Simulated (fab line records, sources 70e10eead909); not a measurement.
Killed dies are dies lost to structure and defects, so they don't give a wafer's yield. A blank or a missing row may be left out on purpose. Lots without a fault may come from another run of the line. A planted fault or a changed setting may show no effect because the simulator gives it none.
Chamber matching | flow nand_harc | NHARC_A_BLC_CMP_25 on cmp-03: 4 sister chambers
The step polishes, t overpolish 30 s, target thk 150 nm. 16 wafers are shown with their chamber, then 8 later ones without.

WAFERS WITH THEIR CHAMBER
wafer  | chamber | motor_current_A (A) | time_to_endpoint_s (s) | overpolish_run_s (s)
L077.4 | 1       | 12.6                | 28.2                   | 29.998
L077.5 | 0       | 11.7                | 25.6                   | 29.999
L077.6 | 3       | 11.9                | 28.4                   | 29.992
L075.1 | 3       | 12.1                | 29.7                   | 30.005
L075.4 | 1       | 13.2                | 27.9                   | 30.000
L075.6 | 0       | 11.5                | 28.3                   | 29.995
L076.1 | 3       | 12.5                | 27.5                   | 30.008
L076.4 | 0       | 11.4                | 23.8                   | 29.996
L076.6 | 2       | 12.5                | 26.8                   | 29.997
L078.2 | 1       | 12.6                | 29.0                   | 29.993
L078.4 | 0       | 12.5                | 22.8                   | 30.007
L078.6 | 2       | 12.8                | 26.2                   | 29.990
L086.2 | 2       | 11.9                | 29.7                   | 29.995
L086.5 | 0       | 12.0                | 28.6                   | 29.992
L086.6 | 3       | 12.1                | 30.4                   | 30.014
L090.1 | 1       | 12.5                | 28.4                   | 30.000

SIGNATURES (means of the wafers above)
reading            | chamber 0 | chamber 1 | chamber 2 | chamber 3 | scatter within a chamber
motor_current_A    | 11.820    | 12.725    | 12.400    | 12.150    | 0.377
time_to_endpoint_s | 25.820    | 28.375    | 27.567    | 29.000    | 1.82
overpolish_run_s   | 29.99780  | 29.99775  | 29.99400  | 30.00475  | 0.00611
Rule: a wafer's distance from a chamber is the root of the sum, over the readings, of the square of ((its reading less the chamber's mean) divided by the reading's scatter). The wafer belongs to the nearest chamber; if the next one is less than 2 further off, it can't be placed. The scatter: the root of (the sum of the squares of (reading less its chamber's mean) over the shown wafers, divided by (wafers less chambers)).

WAFERS WITHOUT THEIR CHAMBER
wafer  | motor_current_A (A) | time_to_endpoint_s (s) | overpolish_run_s (s)
L090.2 | 12.8                | 26.2                   | 30.008
L090.5 | 13.1                | 30.3                   | 29.987
L088.2 | 12.4                | 27.3                   | 29.990
L088.4 | 12.8                | 28.0                   | 30.025
L088.5 | 13.1                | 29.7                   | 30.000
L094.2 | 12.9                | 27.1                   | 29.984
L094.3 | 12.6                | 24.5                   | 30.002
L094.4 | 13.1                | 23.5                   | 30.012

WHICH CHAMBER EACH WENT THROUGH
wafer  | from the rows above               | in truth
L090.2 | can't be placed: 1 or 3 or 2 or 0 | 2
L090.5 | can't be placed: 1 or 2 or 3      | 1
L088.2 | can't be placed: 2 or 1 or 0      | 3
L088.4 | can't be placed: 3 or 1 or 2 or 0 | 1
L088.5 | can't be placed: 1 or 2 or 3      | 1
L094.2 | can't be placed: 2 or 1 or 0 or 3 | 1
L094.3 | can't be placed: 2 or 1 or 0 or 3 | 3
L094.4 | can't be placed: 1 or 3 or 2 or 0 | 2
Placed correctly: 0 of 8. Can't be placed from these rows: 8 (the true chamber is among the candidates in 7). Placed wrongly: 0.
